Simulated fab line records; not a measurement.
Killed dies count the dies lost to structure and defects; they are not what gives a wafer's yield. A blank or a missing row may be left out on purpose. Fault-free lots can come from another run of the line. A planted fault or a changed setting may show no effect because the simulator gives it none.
Split-lot study || flow n5-finfet || 39 wafers read from 7 lots, route of 1938 steps

ON THE SPLIT
At N5_HKMG_FIN_ETCH_55 (etches SOC in N2/H2, target depth 240 nm, time 300 s), the setting time-s was moved away from the recipe's 300 s on 9 of the 39 wafers read, by -50.0% to +53.8%. All remaining wafers had this setting at the recipe value.

The reading is taken at the split's own step.

THE READING
SiARC_of_HKMG_FIN_COAT_42.thk-nm (the simulator's own value, which no gauge read), in nm, at N5_HKMG_FIN_ETCH_55 (etches SOC in N2/H2, target depth 240 nm, time 300 s). The file does not state a usual value for it. The 30 wafers here that ran the recipe average 21.2 nm, standard deviation 0.72 nm.

{"wafer": "L075.1", "tool, chamber at the split": "rie-diel-03, 3", "time-s as run, s": 300, "against the recipe": "recipe", "SiARC_of_HKMG_FIN_COAT_42.thk-nm, nm": 21, "against lot-mates on the recipe": "-"}
{"wafer": "L075.2", "tool, chamber at the split": "rie-diel-03, 2", "time-s as run, s": 172.2, "against the recipe": "-42.6%", "SiARC_of_HKMG_FIN_COAT_42.thk-nm, nm": 26.8, "against lot-mates on the recipe": "+5.4"}
{"wafer": "L075.3", "tool, chamber at the split": "rie-diel-03, 1", "time-s as run, s": 172.2, "against the recipe": "-42.6%", "SiARC_of_HKMG_FIN_COAT_42.thk-nm, nm": 27.2, "against lot-mates on the recipe": "+5.8"}
{"wafer": "L075.4", "tool, chamber at the split": "rie-diel-03, 0", "time-s as run, s": 172.2, "against the recipe": "-42.6%", "SiARC_of_HKMG_FIN_COAT_42.thk-nm, nm": 27.8, "against lot-mates on the recipe": "+6.4"}
{"wafer": "L075.5", "tool, chamber at the split": "rie-diel-03, 3", "time-s as run, s": 300, "against the recipe": "recipe", "SiARC_of_HKMG_FIN_COAT_42.thk-nm, nm": 20.8, "against lot-mates on the recipe": "-"}
{"wafer": "L075.6", "tool, chamber at the split": "rie-diel-03, 0", "time-s as run, s": 300, "against the recipe": "recipe", "SiARC_of_HKMG_FIN_COAT_42.thk-nm, nm": 22.4, "against lot-mates on the recipe": "-"}
{"wafer": "L076.1", "tool, chamber at the split": "rie-diel-05, 0", "time-s as run, s": 300, "against the recipe": "recipe", "SiARC_of_HKMG_FIN_COAT_42.thk-nm, nm": 22, "against lot-mates on the recipe": "-"}
{"wafer": "L076.2", "tool, chamber at the split": "rie-diel-05, 2", "time-s as run, s": 300, "against the recipe": "recipe", "SiARC_of_HKMG_FIN_COAT_42.thk-nm, nm": 22.4, "against lot-mates on the recipe": "-"}
{"wafer": "L076.3", "tool, chamber at the split": "rie-diel-05, 1", "time-s as run, s": 300, "against the recipe": "recipe", "SiARC_of_HKMG_FIN_COAT_42.thk-nm, nm": 22, "against lot-mates on the recipe": "-"}
{"wafer": "L076.4", "tool, chamber at the split": "rie-diel-05, 3", "time-s as run, s": 300, "against the recipe": "recipe", "SiARC_of_HKMG_FIN_COAT_42.thk-nm, nm": 22, "against lot-mates on the recipe": "-"}
{"wafer": "L076.5", "tool, chamber at the split": "rie-diel-05, 2", "time-s as run, s": 300, "against the recipe": "recipe", "SiARC_of_HKMG_FIN_COAT_42.thk-nm, nm": 22.4, "against lot-mates on the recipe": "-"}
{"wafer": "L076.6", "tool, chamber at the split": "rie-diel-05, 3", "time-s as run, s": 300, "against the recipe": "recipe", "SiARC_of_HKMG_FIN_COAT_42.thk-nm, nm": 21.8, "against lot-mates on the recipe": "-"}
{"wafer": "L081.1", "tool, chamber at the split": "rie-diel-04, 2", "time-s as run, s": 300, "against the recipe": "recipe", "SiARC_of_HKMG_FIN_COAT_42.thk-nm, nm": 20.8, "against lot-mates on the recipe": "-"}
{"wafer": "L081.2", "tool, chamber at the split": "rie-diel-04, 1", "time-s as run, s": 300, "against the recipe": "recipe", "SiARC_of_HKMG_FIN_COAT_42.thk-nm, nm": 20.8, "against lot-mates on the recipe": "-"}
{"wafer": "L081.3", "tool, chamber at the split": "rie-diel-04, 0", "time-s as run, s": 300, "against the recipe": "recipe", "SiARC_of_HKMG_FIN_COAT_42.thk-nm, nm": 20.4, "against lot-mates on the recipe": "-"}
{"wafer": "L081.4", "tool, chamber at the split": "rie-diel-04, 3", "time-s as run, s": 300, "against the recipe": "recipe", "SiARC_of_HKMG_FIN_COAT_42.thk-nm, nm": 20.8, "against lot-mates on the recipe": "-"}
{"wafer": "L081.5", "tool, chamber at the split": "rie-diel-04, 1", "time-s as run, s": 300, "against the recipe": "recipe", "SiARC_of_HKMG_FIN_COAT_42.thk-nm, nm": 20.8, "against lot-mates on the recipe": "-"}
{"wafer": "L081.6", "tool, chamber at the split": "rie-diel-04, 2", "time-s as run, s": 300, "against the recipe": "recipe", "SiARC_of_HKMG_FIN_COAT_42.thk-nm, nm": 20.8, "against lot-mates on the recipe": "-"}
{"wafer": "L082.1", "tool, chamber at the split": "rie-diel-03, 2", "time-s as run, s": 150, "against the recipe": "-50.0%", "SiARC_of_HKMG_FIN_COAT_42.thk-nm, nm": 28, "against lot-mates on the recipe": "+7.5"}
{"wafer": "L082.2", "tool, chamber at the split": "rie-diel-03, 1", "time-s as run, s": 300, "against the recipe": "recipe", "SiARC_of_HKMG_FIN_COAT_42.thk-nm, nm": 20.8, "against lot-mates on the recipe": "-"}
{"wafer": "L082.3", "tool, chamber at the split": "rie-diel-03, 0", "time-s as run, s": 150, "against the recipe": "-50.0%", "SiARC_of_HKMG_FIN_COAT_42.thk-nm, nm": 28.4, "against lot-mates on the recipe": "+7.9"}
{"wafer": "L082.4", "tool, chamber at the split": "rie-diel-03, 3", "time-s as run, s": 300, "against the recipe": "recipe", "SiARC_of_HKMG_FIN_COAT_42.thk-nm, nm": 19.8, "against lot-mates on the recipe": "-"}
{"wafer": "L082.5", "tool, chamber at the split": "rie-diel-03, 1", "time-s as run, s": 300, "against the recipe": "recipe", "SiARC_of_HKMG_FIN_COAT_42.thk-nm, nm": 20.8, "against lot-mates on the recipe": "-"}
{"wafer": "L082.6", "tool, chamber at the split": "rie-diel-03, 2", "time-s as run, s": 150, "against the recipe": "-50.0%", "SiARC_of_HKMG_FIN_COAT_42.thk-nm, nm": 27.8, "against lot-mates on the recipe": "+7.3"}
{"wafer": "L086.1", "tool, chamber at the split": "rie-diel-05, 0", "time-s as run, s": 300, "against the recipe": "recipe", "SiARC_of_HKMG_FIN_COAT_42.thk-nm, nm": 21.8, "against lot-mates on the recipe": "-"}
{"wafer": "L086.2", "tool, chamber at the split": "rie-diel-05, 2", "time-s as run, s": 300, "against the recipe": "recipe", "SiARC_of_HKMG_FIN_COAT_42.thk-nm, nm": 22.2, "against lot-mates on the recipe": "-"}
{"wafer": "L086.3", "tool, chamber at the split": "rie-diel-05, 1", "time-s as run, s": 300, "against the recipe": "recipe", "SiARC_of_HKMG_FIN_COAT_42.thk-nm, nm": 21.2, "against lot-mates on the recipe": "-"}
{"wafer": "L086.4", "tool, chamber at the split": "rie-diel-05, 3", "time-s as run, s": 300, "against the recipe": "recipe", "SiARC_of_HKMG_FIN_COAT_42.thk-nm, nm": 21.6, "against lot-mates on the recipe": "-"}
{"wafer": "L086.5", "tool, chamber at the split": "rie-diel-05, 1", "time-s as run, s": 300, "against the recipe": "recipe", "SiARC_of_HKMG_FIN_COAT_42.thk-nm, nm": 21.2, "against lot-mates on the recipe": "-"}
{"wafer": "L086.6", "tool, chamber at the split": "rie-diel-05, 0", "time-s as run, s": 300, "against the recipe": "recipe", "SiARC_of_HKMG_FIN_COAT_42.thk-nm, nm": 22, "against lot-mates on the recipe": "-"}
{"wafer": "L092.1", "tool, chamber at the split": "rie-diel-04, 0", "time-s as run, s": 300, "against the recipe": "recipe", "SiARC_of_HKMG_FIN_COAT_42.thk-nm, nm": 20.4, "against lot-mates on the recipe": "-"}
{"wafer": "L092.2", "tool, chamber at the split": "rie-diel-04, 1", "time-s as run, s": 300, "against the recipe": "recipe", "SiARC_of_HKMG_FIN_COAT_42.thk-nm, nm": 20.4, "against lot-mates on the recipe": "-"}
{"wafer": "L092.6", "tool, chamber at the split": "rie-diel-04, 1", "time-s as run, s": 300, "against the recipe": "recipe", "SiARC_of_HKMG_FIN_COAT_42.thk-nm, nm": 20.4, "against lot-mates on the recipe": "-"}
{"wafer": "L095.1", "tool, chamber at the split": "rie-diel-04, 0", "time-s as run, s": 461.5, "against the recipe": "+53.8%", "SiARC_of_HKMG_FIN_COAT_42.thk-nm, nm": 12.6, "against lot-mates on the recipe": -8.0}
{"wafer": "L095.2", "tool, chamber at the split": "rie-diel-04, 3", "time-s as run, s": 300, "against the recipe": "recipe", "SiARC_of_HKMG_FIN_COAT_42.thk-nm, nm": 20.8, "against lot-mates on the recipe": "-"}
{"wafer": "L095.3", "tool, chamber at the split": "rie-diel-04, 2", "time-s as run, s": 461.5, "against the recipe": "+53.8%", "SiARC_of_HKMG_FIN_COAT_42.thk-nm, nm": 12.8, "against lot-mates on the recipe": -7.8}
{"wafer": "L095.4", "tool, chamber at the split": "rie-diel-04, 1", "time-s as run, s": 300, "against the recipe": "recipe", "SiARC_of_HKMG_FIN_COAT_42.thk-nm, nm": 20.6, "against lot-mates on the recipe": "-"}
{"wafer": "L095.5", "tool, chamber at the split": "rie-diel-04, 1", "time-s as run, s": 300, "against the recipe": "recipe", "SiARC_of_HKMG_FIN_COAT_42.thk-nm, nm": 20.4, "against lot-mates on the recipe": "-"}
{"wafer": "L095.6", "tool, chamber at the split": "rie-diel-04, 2", "time-s as run, s": 461.5, "against the recipe": "+53.8%", "SiARC_of_HKMG_FIN_COAT_42.thk-nm, nm": 13, "against lot-mates on the recipe": -7.6}

THE FIT
A straight line over all 39 wafers: SiARC_of_HKMG_FIN_COAT_42.thk-nm changes by -0.147 nm for each +1% of time-s; r = -0.98; the points scatter about the line by 0.69 nm.
The same after taking each lot's own level away (the mean of its wafers on the recipe; 39 wafers): -0.146 nm for each +1%; r = -0.99; scatter 0.37 nm.
Per that fit: largest time-s move, reading shift of 7.8 nm.
The span of the lots' own levels, 20.40 to 22.10 nm, comes to 2.3 times the standard deviation stated above.
Consequently the slope shifts little with the lot-to-lot level, the two slopes agreeing.
Check: -7.8 nm against its lot-mates is what the line predicts for one of the wafers moved furthest among these (+53.8%) when that wafer is left out of the fit. It came out at -8 nm against them.

THESE WAFERS: OTHER SPLITS
These wafers also went through other splits before the reading. Each is held against what the fit with the lots' levels taken away leaves over:
{"other split on the same wafers": "N5_FIN_SAQP_SPACER1_ALD_24 ald-cycles", "wafers away from the commonest value": 15, "r with SiARC_of_HKMG_FIN_COAT_42.thk-nm (lot level and that fit taken away)": "+0.28"}
{"other split on the same wafers": "N5_SD_EPI_N_DESCUM_14 time-s", "wafers away from the commonest value": 12, "r with SiARC_of_HKMG_FIN_COAT_42.thk-nm (lot level and that fit taken away)": "+0.07"}

THE WHOLE CHAIN: every reading that the file lists as answering this split, in the file's order
{"step": "N5_HKMG_FIN_ETCH_55", "what it does": "etches SOC in N2/H2, target depth 240 nm, time 300 s", "reading": "etch.depth-nm (the simulator's own value, which no gauge read)", "change (the file's fit)": "+2.51 nm for each +1% of the setting", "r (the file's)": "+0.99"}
{"step": "N5_HKMG_FIN_ETCH_55", "what it does": "etches SOC in N2/H2, target depth 240 nm, time 300 s", "reading": "HKMG_FIN.feature-depth-nm (the simulator's own value, which no gauge read)", "change (the file's fit)": "+2.51 nm for each +1% of the setting", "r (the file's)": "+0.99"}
{"step": "N5_HKMG_FIN_ETCH_55", "what it does": "etches SOC in N2/H2, target depth 240 nm, time 300 s", "reading": "SiARC_of_HKMG_FIN_COAT_42.thk-nm (the simulator's own value, which no gauge read)", "change (the file's fit)": "-0.146 nm for each +1% of the setting", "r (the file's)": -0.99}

THE FILE'S OWN FIT
SiARC_of_HKMG_FIN_COAT_42.thk-nm changes by -0.146 nm for each +1% of time-s, r = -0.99.
